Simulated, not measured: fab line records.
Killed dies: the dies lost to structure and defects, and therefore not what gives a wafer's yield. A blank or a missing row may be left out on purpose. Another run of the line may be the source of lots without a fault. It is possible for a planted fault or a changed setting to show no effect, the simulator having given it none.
fab line records ; flow n5_finfet
record: lots: 24; wafers: 72; last_day: 17
route steps=1938 shown BEOL_M2@912 BEOL_M3@945
lots untouched by any fault: they come from a run of this same line in which no faults occurred
start_h: the number of hours between the record's first day and the start of the first shown wafer of the lot ; wait_h: hours from the lot's prior step to this one ; " same as the row above ; L1.1+2: one row covering several wafers at once ; - no value, or no start was given ; * or withheld: withheld ; < > ~ a bound
route shown NAME@n: a module of which the file shows steps, and the number in the route of the first ; usual: mean and standard deviation over wafers with no fault ; same: alike in all rows ; chamber/n: place in a boat ; sites: readings site by site ; _std_site: standard deviation of those values ; _edge_site: outer sites' mean less inner sites' ; radius_mm: how far each site lies from the wafer's centre ; mask NAME#n: copy n ; behind: the last tool/chamber to shape the wafer ; hold: what put the lot on hold/how long, in hours/how the hold closed ; device: which transistor (n, p or np) failed to switch ; end of line: the route-end tests of the same wafers ; for a step that has no rows: nothing shown but its recipe ; killed: count of dies lost to structure and defects at first sort (not the wafer's yield) ; map: shows each die of a wafer: x if killed, . if not, _ if none is there
set.NAME: the setting as run; set.NAME@STEP: as run at that earlier step ; model.NAME: the simulator's own value behind a step, which no gauge read
one table for each step of the route and one row for each wafer, over a sample of lots
services: a tool's chamber out of use, with start hour (start_h, from the record's first day; less than 0 if before it), hours out, and reason
== steps ==
step: N5_BEOL_M2_SPUTTER_88
recipe: material: Cu; target_thk_a: 45; temp_c: -20; chamber_pressure_pa: 0.07; power_w: withheld; time_s: 8.29
usual: throttle_valve_pct: 29.5/1.2
lot.wafer;tool;chamber;start_h;wait_h;throttle_valve_pct
L074.4;pvd_sputter-03;-;139.34;0.1;29.4
L074.5;pvd_sputter-03;-;139.34;0.1;30.7
L074.6;pvd_sputter-03;-;139.34;0.1;29.6
L075.2;pvd_sputter-02;-;149.91;0.1;30.2
L075.3;pvd_sputter-02;-;149.91;0.1;29.8
L075.4;pvd_sputter-02;-;149.91;0.1;29.7
L076.1;pvd_sputter-02;-;153.24;0.1;29.3
L076.3;pvd_sputter-02;-;153.24;0.1;29.0
L076.4;pvd_sputter-02;-;153.24;0.1;29.8
L077.2;pvd_sputter-01;-;154.62;0.1;27.2
L077.4;pvd_sputter-01;-;154.62;0.1;29.3
L077.5;pvd_sputter-01;-;154.62;0.1;27.4
L078.1;pvd_sputter-01;-;170.01;0.1;29.5
L078.2;pvd_sputter-01;-;170.01;0.1;30.4
L078.4;pvd_sputter-01;-;170.01;0.1;27.3
L079.2;pvd_sputter-03;-;172.94;0.1;29.1
L079.3;pvd_sputter-03;-;172.94;0.1;30.9
L079.5;pvd_sputter-03;-;172.94;0.1;29.5
L080.1;pvd_sputter-03;-;176.12;0.1;31.7
L080.5;pvd_sputter-03;-;176.12;0.1;31.0
L080.6;pvd_sputter-03;-;176.12;0.1;29.1
L081.2;pvd_sputter-01;-;178.73;0.1;30.2
L081.3;pvd_sputter-01;-;178.73;0.1;28.3
L081.5;pvd_sputter-01;-;178.73;0.1;30.5
L082.1;pvd_sputter-03;-;194.08;0.1;29.6
L082.4;pvd_sputter-03;-;194.08;0.1;31.9
L082.6;pvd_sputter-03;-;194.08;0.1;29.2
L083.1;pvd_sputter-01;-;196.83;0.1;27.6
L083.2;pvd_sputter-01;-;196.83;0.1;27.8
L083.5;pvd_sputter-01;-;196.83;0.1;28.0
L084.1;pvd_sputter-01;-;201.19;0.1;27.9
L084.2;pvd_sputter-01;-;201.19;0.1;27.4
L084.4;pvd_sputter-01;-;201.19;0.1;30.2
L085.2;pvd_sputter-02;-;206.67;0.1;30.4
L085.5;pvd_sputter-02;-;206.67;0.1;28.5
L085.6;pvd_sputter-02;-;206.67;0.1;29.8
L086.1;pvd_sputter-01;-;214.85;0.1;28.2
L086.3;pvd_sputter-01;-;214.85;0.1;27.5
L086.4;pvd_sputter-01;-;214.85;0.1;30.5
L087.3;pvd_sputter-01;-;220.53;0.1;28.1
L087.4;pvd_sputter-01;-;220.53;0.1;30.3
L087.6;pvd_sputter-01;-;220.53;0.1;28.2
L088.3;pvd_sputter-03;-;224.21;0.1;31.1
L088.5;pvd_sputter-03;-;224.21;0.1;31.2
L088.6;pvd_sputter-03;-;224.21;0.1;29.4
L089.4;pvd_sputter-01;-;235.40;0.1;28.2
L089.5;pvd_sputter-01;-;235.40;0.1;27.4
L089.6;pvd_sputter-01;-;235.40;0.1;30.5
L090.3;pvd_sputter-03;-;240.70;0.1;29.6
L090.5;pvd_sputter-03;-;240.70;0.1;31.4
L090.6;pvd_sputter-03;-;240.70;0.1;29.4
L091.1;pvd_sputter-01;-;248.71;0.1;30.2
L091.4;pvd_sputter-01;-;248.71;0.1;27.6
L091.5;pvd_sputter-01;-;248.71;0.1;28.1
L092.1;pvd_sputter-02;-;249.73;0.1;29.0
L092.3;pvd_sputter-02;-;249.73;0.1;29.8
L092.6;pvd_sputter-02;-;249.73;0.1;29.5
L093.2;pvd_sputter-02;-;252.92;0.1;29.4
L093.4;pvd_sputter-02;-;252.92;0.1;30.0
L093.6;pvd_sputter-02;-;252.92;0.1;28.6
L094.1;pvd_sputter-03;-;254.96;0.1;29.6
L094.2;pvd_sputter-03;-;254.96;0.1;29.3
L094.6;pvd_sputter-03;-;254.96;0.1;29.1
L095.1;pvd_sputter-02;-;267.23;0.1;29.1
L095.5;pvd_sputter-02;-;267.23;0.1;28.7
L095.6;pvd_sputter-02;-;267.23;0.1;29.9
L096.1;pvd_sputter-02;-;271.35;0.1;29.9
L096.2;pvd_sputter-02;-;271.35;0.1;28.9
L096.6;pvd_sputter-02;-;271.35;0.1;30.1
L097.1;pvd_sputter-01;-;282.18;0.1;29.5
L097.3;pvd_sputter-01;-;282.18;0.1;28.5
L097.5;pvd_sputter-01;-;282.18;0.1;27.9
step: N5_BEOL_M2_ANNEAL_89
recipe: temp_c: 400; time_s: 240; ambient: vacuum
usual: heater_power_w: 820/73
lot.wafer;tool;chamber;start_h;wait_h;heater_power_w
L074.4;pvd_sputter-03;-;139.42;0.0;801
L074.5;pvd_sputter-03;-;139.42;0.0;728
L074.6;pvd_sputter-03;-;139.42;0.0;654
L075.2;pvd_sputter-02;-;149.99;0.0;819
L075.3;pvd_sputter-02;-;149.99;0.0;809
L075.4;pvd_sputter-02;-;149.99;0.0;811
L076.1;pvd_sputter-02;-;153.32;0.0;799
L076.3;pvd_sputter-02;-;153.32;0.0;900
L076.4;pvd_sputter-02;-;153.32;0.0;831
L077.2;pvd_sputter-01;-;154.70;0.0;883
L077.4;pvd_sputter-01;-;154.70;0.0;704
L077.5;pvd_sputter-01;-;154.70;0.0;872
L078.1;pvd_sputter-01;-;170.09;0.0;691
L078.2;pvd_sputter-01;-;170.09;0.0;892
L078.4;pvd_sputter-01;-;170.09;0.0;878
L079.2;pvd_sputter-03;-;173.02;0.0;785
L079.3;pvd_sputter-03;-;173.02;0.0;768
L079.5;pvd_sputter-03;-;173.02;0.0;813
L080.1;pvd_sputter-03;-;176.20;0.0;882
L080.5;pvd_sputter-03;-;176.20;0.0;755
L080.6;pvd_sputter-03;-;176.20;0.0;808
L081.2;pvd_sputter-01;-;178.81;0.0;909
L081.3;pvd_sputter-01;-;178.81;0.0;842
L081.5;pvd_sputter-01;-;178.81;0.0;910
L082.1;pvd_sputter-03;-;194.16;0.0;637
L082.4;pvd_sputter-03;-;194.16;0.0;874
L082.6;pvd_sputter-03;-;194.16;0.0;813
L083.1;pvd_sputter-01;-;196.91;0.0;875
L083.2;pvd_sputter-01;-;196.91;0.0;839
L083.5;pvd_sputter-01;-;196.91;0.0;856
L084.1;pvd_sputter-01;-;201.27;0.0;850
L084.2;pvd_sputter-01;-;201.27;0.0;885
L084.4;pvd_sputter-01;-;201.27;0.0;892
L085.2;pvd_sputter-02;-;206.75;0.0;840
L085.5;pvd_sputter-02;-;206.75;0.0;884
L085.6;pvd_sputter-02;-;206.75;0.0;808
L086.1;pvd_sputter-01;-;214.93;0.0;854
L086.3;pvd_sputter-01;-;214.93;0.0;879
L086.4;pvd_sputter-01;-;214.93;0.0;887
L087.3;pvd_sputter-01;-;220.61;0.0;852
L087.4;pvd_sputter-01;-;220.61;0.0;901
L087.6;pvd_sputter-01;-;220.61;0.0;861
L088.3;pvd_sputter-03;-;224.29;0.0;756
L088.5;pvd_sputter-03;-;224.29;0.0;743
L088.6;pvd_sputter-03;-;224.29;0.0;639
L089.4;pvd_sputter-01;-;235.48;0.0;823
L089.5;pvd_sputter-01;-;235.48;0.0;881
L089.6;pvd_sputter-01;-;235.48;0.0;906
L090.3;pvd_sputter-03;-;240.78;0.0;633
L090.5;pvd_sputter-03;-;240.78;0.0;720
L090.6;pvd_sputter-03;-;240.78;0.0;645
L091.1;pvd_sputter-01;-;248.79;0.0;884
L091.4;pvd_sputter-01;-;248.79;0.0;873
L091.5;pvd_sputter-01;-;248.79;0.0;856
L092.1;pvd_sputter-02;-;249.81;0.0;888
L092.3;pvd_sputter-02;-;249.81;0.0;827
L092.6;pvd_sputter-02;-;249.81;0.0;806
L093.2;pvd_sputter-02;-;253.00;0.0;797
L093.4;pvd_sputter-02;-;253.00;0.0;857
L093.6;pvd_sputter-02;-;253.00;0.0;897
L094.1;pvd_sputter-03;-;255.04;0.0;622
L094.2;pvd_sputter-03;-;255.04;0.0;829
L094.6;pvd_sputter-03;-;255.04;0.0;811
L095.1;pvd_sputter-02;-;267.31;0.0;809
L095.5;pvd_sputter-02;-;267.31;0.0;873
L095.6;pvd_sputter-02;-;267.31;0.0;834
L096.1;pvd_sputter-02;-;271.43;0.0;791
L096.2;pvd_sputter-02;-;271.43;0.0;887
L096.6;pvd_sputter-02;-;271.43;0.0;837
L097.1;pvd_sputter-01;-;282.26;0.0;692
L097.3;pvd_sputter-01;-;282.26;0.0;861
L097.5;pvd_sputter-01;-;282.26;0.0;861
step: N5_BEOL_M3_OVL_MEAS_12
recipe: points_per_wafer: 522
usual: M3_OVL: -0.1/0.55
lot.wafer;tool;chamber;start_h;wait_h;M3_OVL[nm]
L074.4;overlay-02;0;142.73;0.0;-0.7
L074.5;overlay-02;0;142.73;0.0;0.4
L074.6;overlay-02;0;142.73;0.0;0.1
L075.2;overlay-01;0;152.51;0.0;-0.1
L075.3;overlay-01;0;152.51;0.0;-1.0
L075.4;overlay-01;0;152.51;0.0;-0.8
L076.1;overlay-01;0;156.30;0.0;0.2
L076.3;overlay-01;0;156.30;0.0;0.3
L076.4;overlay-01;0;156.30;0.0;-0.4
L077.2;overlay-01;0;157.90;0.0;-0.2
L077.4;overlay-01;0;157.90;0.0;0.1
L077.5;overlay-01;0;157.90;0.0;0.2
L078.1;overlay-01;0;173.29;0.0;-0.4
L078.2;overlay-01;0;173.29;0.0;0.1
L078.4;overlay-01;0;173.29;0.0;-0.2
L079.2;overlay-01;0;176.15;0.0;-0.9
L079.3;overlay-01;0;176.15;0.0;-1.0
L079.5;overlay-01;0;176.15;0.0;-1.2
L080.1;overlay-01;0;179.25;0.0;0.3
L080.5;overlay-01;0;179.25;0.0;-0.1
L080.6;overlay-01;0;179.25;0.0;0.1
L081.2;overlay-01;0;181.51;0.0;-0.6
L081.3;overlay-01;0;181.51;0.0;0.4
L081.5;overlay-01;0;181.51;0.0;-0.1
L082.1;overlay-01;0;196.82;0.0;-0.3
L082.4;overlay-01;0;196.82;0.0;-0.7
L082.6;overlay-01;0;196.82;0.0;-0.4
L083.1;overlay-02;0;199.71;0.0;-0.4
L083.2;overlay-02;0;199.71;0.0;0.7
L083.5;overlay-02;0;199.71;0.0;0.3
L084.1;overlay-01;0;205.07;0.0;0.5
L084.2;overlay-01;0;205.07;0.0;0.2
L084.4;overlay-01;0;205.07;0.0;0.7
L085.2;overlay-01;0;211.36;0.0;0.2
L085.5;overlay-01;0;211.36;0.0;0.1
L085.6;overlay-01;0;211.36;0.0;-1.3
L086.1;overlay-02;0;218.21;0.0;-0.6
L086.3;overlay-02;0;218.21;0.0;0.1
L086.4;overlay-02;0;218.21;0.0;-0.8
L087.3;overlay-01;0;225.54;0.0;0.5
L087.4;overlay-01;0;225.54;0.0;0.0
L087.6;overlay-01;0;225.54;0.0;0.4
L088.3;overlay-01;0;227.12;0.0;-0.1
L088.5;overlay-01;0;227.12;0.0;0.1
L088.6;overlay-01;0;227.12;0.0;0.2
L089.4;overlay-01;0;239.03;0.0;0.5
L089.5;overlay-01;0;239.03;0.0;1.2
L089.6;overlay-01;0;239.03;0.0;0.2
L090.3;overlay-01;0;243.97;0.0;0.2
L090.5;overlay-01;0;243.97;0.0;1.0
L090.6;overlay-01;0;243.97;0.0;0.2
L091.1;overlay-02;0;251.83;0.0;-0.9
L091.4;overlay-02;0;251.83;0.0;-0.7
L091.5;overlay-02;0;251.83;0.0;-0.7
L092.1;overlay-02;0;252.32;0.0;0.7
L092.3;overlay-02;0;252.32;0.0;0.3
L092.6;overlay-02;0;252.32;0.0;-0.4
L093.2;overlay-02;0;256.03;0.0;-1.0
L093.4;overlay-02;0;256.03;0.0;-1.0
L093.6;overlay-02;0;256.03;0.0;-0.3
L094.1;overlay-01;0;259.18;0.0;0.0
L094.2;overlay-01;0;259.18;0.0;0.5
L094.6;overlay-01;0;259.18;0.0;-0.2
L095.1;overlay-02;0;270.31;0.0;0.0
L095.5;overlay-02;0;270.31;0.0;-0.4
L095.6;overlay-02;0;270.31;0.0;-0.6
L096.1;overlay-01;0;274.06;0.0;0.0
L096.2;overlay-01;0;274.06;0.0;0.2
L096.6;overlay-01;0;274.06;0.0;1.0
L097.1;overlay-01;0;284.87;0.0;-0.3
L097.3;overlay-01;0;284.87;0.0;0.3
L097.5;overlay-01;0;284.87;0.0;-0.6
step: N5_BEOL_M3_ETCH_41
recipe: chemistry: CH3F/O2; target: SiCN; target_depth_a: 299; taper_deg: 2; time_s: 52.5; ion_energy_ev: 120; mask_material: TiN; pressure_mtorr: 30; source_w: 395; bias_w: 75; Ar_flow_sccm: 150; CH3F_flow_sccm: 30; O2_flow_sccm: 20
usual: drypump_motor_current_A: 5.5/0.5; oes_product_au: 0.80/0.11; rf_vpp_V: 297.1/1.7; showerhead_plenum_p_Torr: 1.98/0.077; throttle_valve_pct: 16.18/0.27
lot.wafer;tool;chamber;start_h;wait_h;drypump_motor_current_A;oes_product_au;rf_hours_counter_h;rf_vpp_V;showerhead_plenum_p_Torr;throttle_valve_pct
L074.4;rie_diel-03;2;-;-;6.6;0.77;143;299.0;2.08;16.20
L074.5;rie_diel-03;3;-;-;5.4;0.69;-;298.4;1.97;16.64
L074.6;rie_diel-03;0;-;-;5.6;0.69;-;295.8;1.97;16.48
L075.2;rie_diel-05;1;-;-;5.8;0.69;231;294.7;1.90;16.32
L075.3;rie_diel-05;0;-;-;5.5;0.90;36;297.9;2.04;15.76
L075.4;rie_diel-05;3;-;-;5.0;0.68;243;296.8;1.96;16.11
L076.1;rie_diel-03;0;-;-;5.6;0.68;236;296.9;1.97;16.51
L076.3;rie_diel-03;3;-;-;5.5;0.69;250;297.3;1.97;16.66
L076.4;rie_diel-03;2;-;-;6.6;0.76;147;299.2;2.07;16.20
L077.2;rie_diel-04;1;-;-;5.0;0.72;163;296.2;1.92;16.33
L077.4;rie_diel-04;0;-;-;5.1;0.71;203;294.7;1.89;16.22
L077.5;rie_diel-04;1;-;-;5.0;0.72;-;296.9;1.92;16.32
L078.1;rie_diel-04;2;-;-;6.3;0.71;216;295.5;1.97;16.53
L078.2;rie_diel-04;0;-;-;5.1;0.71;207;295.3;1.89;16.21
L078.4;rie_diel-04;1;-;-;5.0;0.72;166;295.9;1.91;16.32
L079.2;rie_diel-05;0;-;-;5.5;0.89;42;297.0;2.03;15.78
L079.3;rie_diel-05;2;-;-;5.7;0.66;236;299.5;2.06;16.09
L079.5;rie_diel-05;0;-;-;5.5;0.88;-;297.6;2.03;15.78
L080.1;rie_diel-03;1;-;-;4.9;0.87;47;298.9;2.11;16.43
L080.5;rie_diel-03;1;-;-;4.9;0.86;-;299.0;2.11;16.42
L080.6;rie_diel-03;2;-;-;6.6;0.75;-;299.6;2.07;16.24
L081.2;rie_diel-05;2;-;-;5.7;0.66;241;299.2;2.05;16.10
L081.3;rie_diel-05;1;-;-;5.8;0.67;242;295.9;1.89;16.35
L081.5;rie_diel-05;1;-;-;5.8;0.68;-;296.4;1.89;16.34
L082.1;rie_diel-04;2;-;-;6.3;0.71;224;296.0;1.96;16.56
L082.4;rie_diel-04;1;-;-;5.0;0.71;173;296.1;1.91;16.33
L082.6;rie_diel-04;0;-;-;5.1;0.70;-;295.4;1.89;16.22
L083.1;rie_diel-03;3;-;-;5.4;0.96;8;297.4;1.97;16.19
L083.2;rie_diel-03;1;-;-;4.9;0.85;55;299.9;2.10;16.44
L083.5;rie_diel-03;1;-;-;4.9;0.85;-;299.6;2.10;16.44
L084.1;rie_diel-04;1;-;-;5.0;0.70;175;296.0;1.91;16.33
L084.2;rie_diel-04;3;-;-;6.1;0.76;135;296.1;1.91;16.29
L084.4;rie_diel-04;0;-;-;5.1;0.70;218;295.4;1.89;16.24
L085.2;rie_diel-04;0;-;-;5.1;0.70;219;296.1;1.89;16.25
L085.5;rie_diel-04;3;-;-;6.1;0.76;-;295.2;1.91;16.30
L085.6;rie_diel-04;0;-;-;5.1;0.70;-;294.5;1.89;16.23
L086.1;rie_diel-03;2;-;-;6.6;0.75;171;298.4;2.07;16.26
L086.3;rie_diel-03;0;-;-;5.7;0.98;0;298.3;1.96;16.07
L086.4;rie_diel-03;1;-;-;4.9;0.85;61;300.3;2.10;16.44
L087.3;rie_diel-03;2;-;-;6.6;0.75;174;299.8;2.06;16.26
L087.4;rie_diel-03;1;-;-;4.9;0.84;65;299.7;2.10;16.47
L087.6;rie_diel-03;0;-;-;5.6;0.98;-;297.3;1.96;16.08
L088.3;rie_diel-04;1;-;-;5.0;0.70;183;295.4;1.91;16.36
L088.5;rie_diel-04;0;-;-;5.1;0.69;-;295.7;1.89;16.27
L088.6;rie_diel-04;3;-;-;6.1;0.75;-;295.4;1.91;16.30
L089.4;rie_diel-03;2;-;-;6.6;0.74;177;298.2;2.06;16.26
L089.5;rie_diel-03;3;-;-;5.4;0.93;-;295.9;1.96;16.21
L089.6;rie_diel-03;0;-;-;5.6;0.96;-;296.9;1.96;16.10
L090.3;rie_diel-05;3;-;-;5.0;0.94;15;295.7;1.96;15.65
L090.5;rie_diel-05;1;-;-;5.8;0.96;-;300.7;2.14;15.89
L090.6;rie_diel-05;3;-;-;5.0;0.94;-;295.2;1.96;15.64
L091.1;rie_diel-05;3;-;-;5.0;0.95;18;297.9;1.95;15.64
L091.4;rie_diel-05;3;-;-;5.0;0.94;-;297.1;1.95;15.64
L091.5;rie_diel-05;1;-;-;5.8;0.96;-;300.1;2.14;15.90
L092.1;rie_diel-05;1;-;-;5.8;0.95;7;301.4;2.14;15.89
L092.3;rie_diel-05;3;-;-;5.0;0.92;20;297.4;1.95;15.66
L092.6;rie_diel-05;0;-;-;5.5;0.85;-;297.0;2.02;15.84
L093.2;rie_diel-03;3;-;-;5.5;0.91;27;294.4;1.96;16.23
L093.4;rie_diel-03;0;-;-;5.7;0.93;14;296.7;1.96;16.10
L093.6;rie_diel-03;0;-;-;5.7;0.93;-;295.8;1.96;16.10
L094.1;rie_diel-05;2;-;-;5.7;1.00;1;299.8;2.05;15.70
L094.2;rie_diel-05;0;-;-;5.5;0.84;75;297.6;2.02;15.84
L094.6;rie_diel-05;0;-;-;5.5;0.84;-;296.7;2.02;15.84
L095.1;rie_diel-05;3;-;-;5.0;0.92;24;297.7;1.95;15.66
L095.5;rie_diel-05;3;-;-;5.0;0.92;-;295.9;1.95;15.64
L095.6;rie_diel-05;2;-;-;5.7;1.00;-;298.0;2.05;15.70
L096.1;rie_diel-04;3;-;-;6.1;0.74;156;297.2;1.91;16.33
L096.2;rie_diel-04;1;-;-;5.0;0.68;194;294.8;1.91;16.37
L096.6;rie_diel-04;0;-;-;5.1;0.69;-;294.7;1.88;16.29
L097.1;rie_diel-04;0;-;-;5.1;0.68;247;296.7;1.88;16.29
L097.3;rie_diel-04;3;-;-;6.1;0.73;165;295.1;1.90;16.36
L097.5;rie_diel-04;0;-;-;5.1;0.68;-;293.9;1.88;16.29
step: N5_BEOL_M3_ANNEAL_91
recipe: temp_c: 400; time_s: 240; ambient: vacuum
usual: heater_power_w: 815/76
lot.wafer;tool;chamber;start_h;wait_h;heater_power_w
L074.4;pvd_sputter-01;-;147.21;0.0;693
L074.5;pvd_sputter-01;-;147.21;0.0;927
L074.6;pvd_sputter-01;-;147.21;0.0;842
L075.2;pvd_sputter-01;-;159.92;0.0;887
L075.3;pvd_sputter-01;-;159.92;0.0;713
L075.4;pvd_sputter-01;-;159.92;0.0;859
L076.1;pvd_sputter-03;-;163.69;0.0;809
L076.3;pvd_sputter-03;-;163.69;0.0;745
L076.4;pvd_sputter-03;-;163.69;0.0;866
L077.2;pvd_sputter-03;-;165.61;0.0;863
L077.4;pvd_sputter-03;-;165.61;0.0;896
L077.5;pvd_sputter-03;-;165.61;0.0;746
L078.1;pvd_sputter-02;-;178.17;0.0;776
L078.2;pvd_sputter-02;-;178.17;0.0;832
L078.4;pvd_sputter-02;-;178.17;0.0;864
L079.2;pvd_sputter-02;-;180.67;0.0;841
L079.3;pvd_sputter-02;-;180.67;0.0;820
L079.5;pvd_sputter-02;-;180.67;0.0;800
L080.1;pvd_sputter-02;-;190.58;0.0;837
L080.5;pvd_sputter-02;-;190.58;0.0;909
L080.6;pvd_sputter-02;-;190.58;0.0;836
L081.2;pvd_sputter-01;-;190.96;0.0;896
L081.3;pvd_sputter-01;-;190.96;0.0;886
L081.5;pvd_sputter-01;-;190.96;0.0;874
L082.1;pvd_sputter-01;-;203.59;0.0;908
L082.4;pvd_sputter-01;-;203.59;0.0;887
L082.6;pvd_sputter-01;-;203.59;0.0;876
L083.1;pvd_sputter-01;-;208.26;0.0;853
L083.2;pvd_sputter-01;-;208.26;0.0;863
L083.5;pvd_sputter-01;-;208.26;0.0;912
L084.1;pvd_sputter-01;-;210.18;0.0;888
L084.2;pvd_sputter-01;-;210.18;0.0;728
L084.4;pvd_sputter-01;-;210.18;0.0;834
L085.2;pvd_sputter-03;-;216.59;0.0;796
L085.5;pvd_sputter-03;-;216.59;0.0;762
L085.6;pvd_sputter-03;-;216.59;0.0;867
L086.1;pvd_sputter-01;-;224.13;0.0;874
L086.3;pvd_sputter-01;-;224.13;0.0;837
L086.4;pvd_sputter-01;-;224.13;0.0;913
L087.3;pvd_sputter-01;-;237.94;0.0;891
L087.4;pvd_sputter-01;-;237.94;0.0;862
L087.6;pvd_sputter-01;-;237.94;0.0;903
L088.3;pvd_sputter-03;-;239.12;0.0;866
L088.5;pvd_sputter-03;-;239.12;0.0;750
L088.6;pvd_sputter-03;-;239.12;0.0;870
L089.4;pvd_sputter-03;-;245.14;0.0;736
L089.5;pvd_sputter-03;-;245.14;0.0;740
L089.6;pvd_sputter-03;-;245.14;0.0;869
L090.3;pvd_sputter-03;-;250.14;0.0;798
L090.5;pvd_sputter-03;-;250.14;0.0;867
L090.6;pvd_sputter-03;-;250.14;0.0;741
L091.1;pvd_sputter-03;-;257.18;0.0;811
L091.4;pvd_sputter-03;-;257.18;0.0;638
L091.5;pvd_sputter-03;-;257.18;0.0;823
L092.1;pvd_sputter-01;-;262.67;0.0;876
L092.3;pvd_sputter-01;-;262.67;0.0;838
L092.6;pvd_sputter-01;-;262.67;0.0;885
L093.2;pvd_sputter-03;-;267.56;0.0;877
L093.4;pvd_sputter-03;-;267.56;0.0;763
L093.6;pvd_sputter-03;-;267.56;0.0;793
L094.1;pvd_sputter-03;-;269.62;0.0;817
L094.2;pvd_sputter-03;-;269.62;0.0;849
L094.6;pvd_sputter-03;-;269.62;0.0;741
L095.1;pvd_sputter-02;-;275.24;0.0;877
L095.5;pvd_sputter-02;-;275.24;0.0;794
L095.6;pvd_sputter-02;-;275.24;0.0;834
L096.1;pvd_sputter-03;-;278.49;0.0;740
L096.2;pvd_sputter-03;-;278.49;0.0;655
L096.6;pvd_sputter-03;-;278.49;0.0;820
L097.1;pvd_sputter-02;-;303.91;0.0;821
L097.3;pvd_sputter-02;-;303.91;0.0;894
L097.5;pvd_sputter-02;-;303.91;0.0;835
step: N5_BEOL_M3_ANNEAL_93
recipe: temp_c: 400; time_s: 240; ambient: vacuum
usual: heater_power_w: 815/76
lot.wafer;tool;chamber;start_h;wait_h;heater_power_w
L074.4;pvd_sputter-01;-;147.43;0.0;704
L074.5;pvd_sputter-01;-;147.43;0.0;882
L074.6;pvd_sputter-01;-;147.43;0.0;869
L075.2;pvd_sputter-01;-;160.14;0.0;887
L075.3;pvd_sputter-01;-;160.14;0.0;713
L075.4;pvd_sputter-01;-;160.14;0.0;868
L076.1;pvd_sputter-03;-;163.91;0.0;801
L076.3;pvd_sputter-03;-;163.91;0.0;738
L076.4;pvd_sputter-03;-;163.91;0.0;871
L077.2;pvd_sputter-03;-;165.83;0.0;863
L077.4;pvd_sputter-03;-;165.83;0.0;863
L077.5;pvd_sputter-03;-;165.83;0.0;748
L078.1;pvd_sputter-02;-;178.39;0.0;781
L078.2;pvd_sputter-02;-;178.39;0.0;843
L078.4;pvd_sputter-02;-;178.39;0.0;894
L079.2;pvd_sputter-02;-;180.89;0.0;853
L079.3;pvd_sputter-02;-;180.89;0.0;806
L079.5;pvd_sputter-02;-;180.89;0.0;810
L080.1;pvd_sputter-02;-;190.80;0.0;848
L080.5;pvd_sputter-02;-;190.80;0.0;884
L080.6;pvd_sputter-02;-;190.80;0.0;833
L081.2;pvd_sputter-01;-;191.18;0.0;888
L081.3;pvd_sputter-01;-;191.18;0.0;916
L081.5;pvd_sputter-01;-;191.18;0.0;908
L082.1;pvd_sputter-01;-;203.81;0.0;877
L082.4;pvd_sputter-01;-;203.81;0.0;882
L082.6;pvd_sputter-01;-;203.81;0.0;862
L083.1;pvd_sputter-01;-;208.48;0.0;835
L083.2;pvd_sputter-01;-;208.48;0.0;887
L083.5;pvd_sputter-01;-;208.48;0.0;898
L084.1;pvd_sputter-01;-;210.40;0.0;872
L084.2;pvd_sputter-01;-;210.40;0.0;684
L084.4;pvd_sputter-01;-;210.40;0.0;865
L085.2;pvd_sputter-03;-;216.81;0.0;798
L085.5;pvd_sputter-03;-;216.81;0.0;763
L085.6;pvd_sputter-03;-;216.81;0.0;874
L086.1;pvd_sputter-01;-;224.35;0.0;874
L086.3;pvd_sputter-01;-;224.35;0.0;858
L086.4;pvd_sputter-01;-;224.35;0.0;886
L087.3;pvd_sputter-01;-;238.16;0.0;873
L087.4;pvd_sputter-01;-;238.16;0.0;861
L087.6;pvd_sputter-01;-;238.16;0.0;900
L088.3;pvd_sputter-03;-;239.34;0.0;879
L088.5;pvd_sputter-03;-;239.34;0.0;741
L088.6;pvd_sputter-03;-;239.34;0.0;903
L089.4;pvd_sputter-03;-;245.36;0.0;744
L089.5;pvd_sputter-03;-;245.36;0.0;765
L089.6;pvd_sputter-03;-;245.36;0.0;877
L090.3;pvd_sputter-03;-;250.36;0.0;818
L090.5;pvd_sputter-03;-;250.36;0.0;885
L090.6;pvd_sputter-03;-;250.36;0.0;749
L091.1;pvd_sputter-03;-;257.40;0.0;816
L091.4;pvd_sputter-03;-;257.40;0.0;642
L091.5;pvd_sputter-03;-;257.40;0.0;786
L092.1;pvd_sputter-01;-;262.89;0.0;898
L092.3;pvd_sputter-01;-;262.89;0.0;843
L092.6;pvd_sputter-01;-;262.89;0.0;875
L093.2;pvd_sputter-03;-;267.78;0.0;857
L093.4;pvd_sputter-03;-;267.78;0.0;728
L093.6;pvd_sputter-03;-;267.78;0.0;811
L094.1;pvd_sputter-03;-;269.84;0.0;810
L094.2;pvd_sputter-03;-;269.84;0.0;865
L094.6;pvd_sputter-03;-;269.84;0.0;744
L095.1;pvd_sputter-02;-;275.46;0.0;890
L095.5;pvd_sputter-02;-;275.46;0.0;800
L095.6;pvd_sputter-02;-;275.46;0.0;831
L096.1;pvd_sputter-03;-;278.71;0.0;761
L096.2;pvd_sputter-03;-;278.71;0.0;647
L096.6;pvd_sputter-03;-;278.71;0.0;811
L097.1;pvd_sputter-02;-;304.13;0.0;817
L097.3;pvd_sputter-02;-;304.13;0.0;889
L097.5;pvd_sputter-02;-;304.13;0.0;810
== services ==
tool;chamber;start_h;hours;kind
rie_diel-03;3;162.99;-;clean
rie_diel-03;3;162.99;-;consumable_replace:focus_ring
rie_diel-03;3;162.99;17.8;scheduled_down
rie_diel-03;3;162.99;17.8;vent_cycle
rie_diel-05;3;180.01;-;clean
rie_diel-05;3;180.01;-;consumable_replace:focus_ring
rie_diel-04;1;183.48;4.8;repair
rie_diel-03;0;193.33;-;clean
rie_diel-03;0;193.33;-;consumable_replace:focus_ring
rie_diel-03;0;193.33;26.6;scheduled_down
rie_diel-03;0;193.33;26.6;vent_cycle
rie_diel-05;1;212.43;-;clean
rie_diel-05;1;212.43;-;consumable_replace:focus_ring
rie_diel-05;1;212.43;-;consumable_replace:showerhead
rie_diel-05;1;212.43;30.8;scheduled_down
rie_diel-05;1;212.43;30.8;vent_cycle
rie_diel-05;2;243.42;-;clean
rie_diel-05;2;243.42;-;consumable_replace:focus_ring
rie_diel-05;2;243.42;18.1;scheduled_down
rie_diel-05;2;243.42;18.1;vent_cycle
rie_diel-04;2;287.02;-;clean
rie_diel-04;2;287.02;-;consumable_replace:focus_ring
== key ==
fault none
